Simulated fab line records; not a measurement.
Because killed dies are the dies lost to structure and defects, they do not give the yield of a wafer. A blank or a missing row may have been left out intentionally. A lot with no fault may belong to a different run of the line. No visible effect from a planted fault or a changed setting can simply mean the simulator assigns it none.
Split-lot experiment :: flow n5-finfet :: 39 wafers read from 7 lots, route of 1938 steps

== ON THE SPLIT ==
At N5_HKMG_FIN_ALD_21 (deposits TiN, target thk 1.5 nm, pulse time 1 s, purge time 3 s), the setting ald-cycles was moved away from the recipe's 68 on 12 of the 39 wafers read, by -45.6% to +44.1%. All remaining wafers had this setting at the recipe value.

The split's own step is where the reading is taken.

== THE READING ==
TiN_of_HKMG_FIN_ALD_21.thk-nm (the simulator's own value, which no gauge read), in nm, at N5_HKMG_FIN_ALD_21 (deposits TiN, target thk 1.5 nm, pulse time 1 s, purge time 3 s). The file gives no usual value for it. Across the 27 wafers here that went through the recipe, the average is 1.5 nm and the standard deviation 0.094 nm.

wafer: L077.1
tool, chamber at the split: ald-metal-02, 0,2,3,2
ald-cycles as run: 68
against the recipe: recipe
TiN_of_HKMG_FIN_ALD_21.thk-nm, nm: 1.4
against lot-mates on the recipe: -

wafer: L077.2
tool, chamber at the split: ald-metal-02, 0,2,3,2
ald-cycles as run: 68
against the recipe: recipe
TiN_of_HKMG_FIN_ALD_21.thk-nm, nm: 1.4
against lot-mates on the recipe: -

wafer: L077.4
tool, chamber at the split: ald-metal-02, 0,2,3,2
ald-cycles as run: 68
against the recipe: recipe
TiN_of_HKMG_FIN_ALD_21.thk-nm, nm: 1.4
against lot-mates on the recipe: -

wafer: L077.6
tool, chamber at the split: ald-metal-02, 0,2,3,2
ald-cycles as run: 68
against the recipe: recipe
TiN_of_HKMG_FIN_ALD_21.thk-nm, nm: 1.4
against lot-mates on the recipe: -

wafer: L077.3
tool, chamber at the split: ald-metal-02, 1
ald-cycles as run: 68
against the recipe: recipe
TiN_of_HKMG_FIN_ALD_21.thk-nm, nm: 1.6
against lot-mates on the recipe: -

wafer: L077.5
tool, chamber at the split: ald-metal-02, 1
ald-cycles as run: 68
against the recipe: recipe
TiN_of_HKMG_FIN_ALD_21.thk-nm, nm: 1.6
against lot-mates on the recipe: -

wafer: L078.1
tool, chamber at the split: ald-metal-02, 2,0,1
ald-cycles as run: 37
against the recipe: -45.6%
TiN_of_HKMG_FIN_ALD_21.thk-nm, nm: 0.8
against lot-mates on the recipe: -0.7

wafer: L078.2
tool, chamber at the split: ald-metal-02, 2,0,1
ald-cycles as run: 37
against the recipe: -45.6%
TiN_of_HKMG_FIN_ALD_21.thk-nm, nm: 0.8
against lot-mates on the recipe: -0.7

wafer: L078.3
tool, chamber at the split: ald-metal-02, 2,0,1
ald-cycles as run: 37
against the recipe: -45.6%
TiN_of_HKMG_FIN_ALD_21.thk-nm, nm: 0.8
against lot-mates on the recipe: -0.7

wafer: L078.4
tool, chamber at the split: ald-metal-02, 3,2
ald-cycles as run: 68
against the recipe: recipe
TiN_of_HKMG_FIN_ALD_21.thk-nm, nm: 1.6
against lot-mates on the recipe: -

wafer: L078.6
tool, chamber at the split: ald-metal-02, 3,2
ald-cycles as run: 68
against the recipe: recipe
TiN_of_HKMG_FIN_ALD_21.thk-nm, nm: 1.6
against lot-mates on the recipe: -

wafer: L078.5
tool, chamber at the split: ald-metal-02, 3
ald-cycles as run: 68
against the recipe: recipe
TiN_of_HKMG_FIN_ALD_21.thk-nm, nm: 1.4
against lot-mates on the recipe: -

wafer: L080.1
tool, chamber at the split: ald-metal-04, 3,0,1
ald-cycles as run: 68
against the recipe: recipe
TiN_of_HKMG_FIN_ALD_21.thk-nm, nm: 1.6
against lot-mates on the recipe: -

wafer: L080.2
tool, chamber at the split: ald-metal-04, 3,0,1
ald-cycles as run: 68
against the recipe: recipe
TiN_of_HKMG_FIN_ALD_21.thk-nm, nm: 1.6
against lot-mates on the recipe: -

wafer: L080.6
tool, chamber at the split: ald-metal-04, 3,0,1
ald-cycles as run: 68
against the recipe: recipe
TiN_of_HKMG_FIN_ALD_21.thk-nm, nm: 1.6
against lot-mates on the recipe: -

wafer: L080.3
tool, chamber at the split: ald-metal-04, 1,2,0
ald-cycles as run: 41
against the recipe: -39.7%
TiN_of_HKMG_FIN_ALD_21.thk-nm, nm: 1
against lot-mates on the recipe: -0.6

wafer: L080.4
tool, chamber at the split: ald-metal-04, 1,2,0
ald-cycles as run: 41
against the recipe: -39.7%
TiN_of_HKMG_FIN_ALD_21.thk-nm, nm: 1
against lot-mates on the recipe: -0.6

wafer: L080.5
tool, chamber at the split: ald-metal-04, 1,2,0
ald-cycles as run: 41
against the recipe: -39.7%
TiN_of_HKMG_FIN_ALD_21.thk-nm, nm: 1
against lot-mates on the recipe: -0.6

wafer: L083.1
tool, chamber at the split: ald-metal-04, 2,1
ald-cycles as run: 68
against the recipe: recipe
TiN_of_HKMG_FIN_ALD_21.thk-nm, nm: 1.6
against lot-mates on the recipe: -

wafer: L083.3
tool, chamber at the split: ald-metal-04, 2,1
ald-cycles as run: 68
against the recipe: recipe
TiN_of_HKMG_FIN_ALD_21.thk-nm, nm: 1.6
against lot-mates on the recipe: -

wafer: L083.2
tool, chamber at the split: ald-metal-04, 3
ald-cycles as run: 68
against the recipe: recipe
TiN_of_HKMG_FIN_ALD_21.thk-nm, nm: 1.4
against lot-mates on the recipe: -

wafer: L083.4
tool, chamber at the split: ald-metal-04, 0,1,2
ald-cycles as run: 82
against the recipe: +20.6%
TiN_of_HKMG_FIN_ALD_21.thk-nm, nm: 1.8
against lot-mates on the recipe: +0.3

wafer: L083.5
tool, chamber at the split: ald-metal-04, 0,1,2
ald-cycles as run: 82
against the recipe: +20.6%
TiN_of_HKMG_FIN_ALD_21.thk-nm, nm: 1.8
against lot-mates on the recipe: +0.3

wafer: L083.6
tool, chamber at the split: ald-metal-04, 0,1,2
ald-cycles as run: 82
against the recipe: +20.6%
TiN_of_HKMG_FIN_ALD_21.thk-nm, nm: 1.8
against lot-mates on the recipe: +0.3

wafer: L086.1
tool, chamber at the split: ald-metal-02, 1,0,2
ald-cycles as run: 68
against the recipe: recipe
TiN_of_HKMG_FIN_ALD_21.thk-nm, nm: 1.6
against lot-mates on the recipe: -

wafer: L086.2
tool, chamber at the split: ald-metal-02, 1,0,2
ald-cycles as run: 68
against the recipe: recipe
TiN_of_HKMG_FIN_ALD_21.thk-nm, nm: 1.6
against lot-mates on the recipe: -

wafer: L086.3
tool, chamber at the split: ald-metal-02, 1,0,2
ald-cycles as run: 68
against the recipe: recipe
TiN_of_HKMG_FIN_ALD_21.thk-nm, nm: 1.6
against lot-mates on the recipe: -

wafer: L090.1
tool, chamber at the split: ald-metal-02, 3,2,0
ald-cycles as run: 98
against the recipe: +44.1%
TiN_of_HKMG_FIN_ALD_21.thk-nm, nm: 2.2
against lot-mates on the recipe: +0.7

wafer: L090.2
tool, chamber at the split: ald-metal-02, 3,2,0
ald-cycles as run: 98
against the recipe: +44.1%
TiN_of_HKMG_FIN_ALD_21.thk-nm, nm: 2.2
against lot-mates on the recipe: +0.7

wafer: L090.6
tool, chamber at the split: ald-metal-02, 3,2,0
ald-cycles as run: 98
against the recipe: +44.1%
TiN_of_HKMG_FIN_ALD_21.thk-nm, nm: 2.2
against lot-mates on the recipe: +0.7

wafer: L090.3
tool, chamber at the split: ald-metal-02, 1
ald-cycles as run: 68
against the recipe: recipe
TiN_of_HKMG_FIN_ALD_21.thk-nm, nm: 1.4
against lot-mates on the recipe: -

wafer: L090.4
tool, chamber at the split: ald-metal-02, 0,1
ald-cycles as run: 68
against the recipe: recipe
TiN_of_HKMG_FIN_ALD_21.thk-nm, nm: 1.6
against lot-mates on the recipe: -

wafer: L090.5
tool, chamber at the split: ald-metal-02, 0,1
ald-cycles as run: 68
against the recipe: recipe
TiN_of_HKMG_FIN_ALD_21.thk-nm, nm: 1.6
against lot-mates on the recipe: -

wafer: L094.1
tool, chamber at the split: ald-metal-04, 1,3,0,0
ald-cycles as run: 68
against the recipe: recipe
TiN_of_HKMG_FIN_ALD_21.thk-nm, nm: 1.6
against lot-mates on the recipe: -

wafer: L094.2
tool, chamber at the split: ald-metal-04, 1,3,0,0
ald-cycles as run: 68
against the recipe: recipe
TiN_of_HKMG_FIN_ALD_21.thk-nm, nm: 1.6
against lot-mates on the recipe: -

wafer: L094.4
tool, chamber at the split: ald-metal-04, 1,3,0,0
ald-cycles as run: 68
against the recipe: recipe
TiN_of_HKMG_FIN_ALD_21.thk-nm, nm: 1.6
against lot-mates on the recipe: -

wafer: L094.6
tool, chamber at the split: ald-metal-04, 1,3,0,0
ald-cycles as run: 68
against the recipe: recipe
TiN_of_HKMG_FIN_ALD_21.thk-nm, nm: 1.6
against lot-mates on the recipe: -

wafer: L094.3
tool, chamber at the split: ald-metal-04, 2,1
ald-cycles as run: 68
against the recipe: recipe
TiN_of_HKMG_FIN_ALD_21.thk-nm, nm: 1.4
against lot-mates on the recipe: -

wafer: L094.5
tool, chamber at the split: ald-metal-04, 2,1
ald-cycles as run: 68
against the recipe: recipe
TiN_of_HKMG_FIN_ALD_21.thk-nm, nm: 1.4
against lot-mates on the recipe: -
If several chambers appear in one row, that row covers several wafers at once and the file leaves open which wafer was in which chamber.

THE FIT
A straight line over all 39 wafers: TiN_of_HKMG_FIN_ALD_21.thk-nm changes by +0.0148 nm for each +1% of ald-cycles; r = +0.97; the points scatter about the line by 0.084 nm.
The same after taking each lot's own level away (the mean of its wafers on the recipe; 39 wafers): +0.0153 nm for each +1%; r = +0.98; scatter 0.073 nm.
According to that fit, moving ald-cycles by its largest amount changes the reading by 0.7 nm.
From 1.47 to 1.60 nm: that is the span of the lots' own levels, equal to 1.4 times the standard deviation above.
Hence the lot-to-lot level has little effect on the slope; both slopes agree.
Check: with one of the wafers moved furthest among these (-45.6%) left out of the fit, the line predicts -0.698 nm for it against its lot-mates. It came out at -0.733 nm against them.

== ADDITIONAL SPLITS CARRIED BY THESE WAFERS ==
Before the reading, these wafers also passed through other splits. Each is held against what the fit with the lots' levels taken away leaves over:
other split on the same wafers: N5_STI_FIN_REVEAL_ALD_00 target-thk-a
wafers away from the commonest value: 12
r with TiN_of_HKMG_FIN_ALD_21.thk-nm (lot level and that fit taken away): +0.10

other split on the same wafers: N5_SD_EPI_N_DESCUM_14 time-s
wafers away from the commonest value: 18
r with TiN_of_HKMG_FIN_ALD_21.thk-nm (lot level and that fit taken away): +0.06

== FILE'S OWN FIT ==
TiN_of_HKMG_FIN_ALD_21.thk-nm changes by +0.0153 nm for each +1% of ald-cycles, r = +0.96.
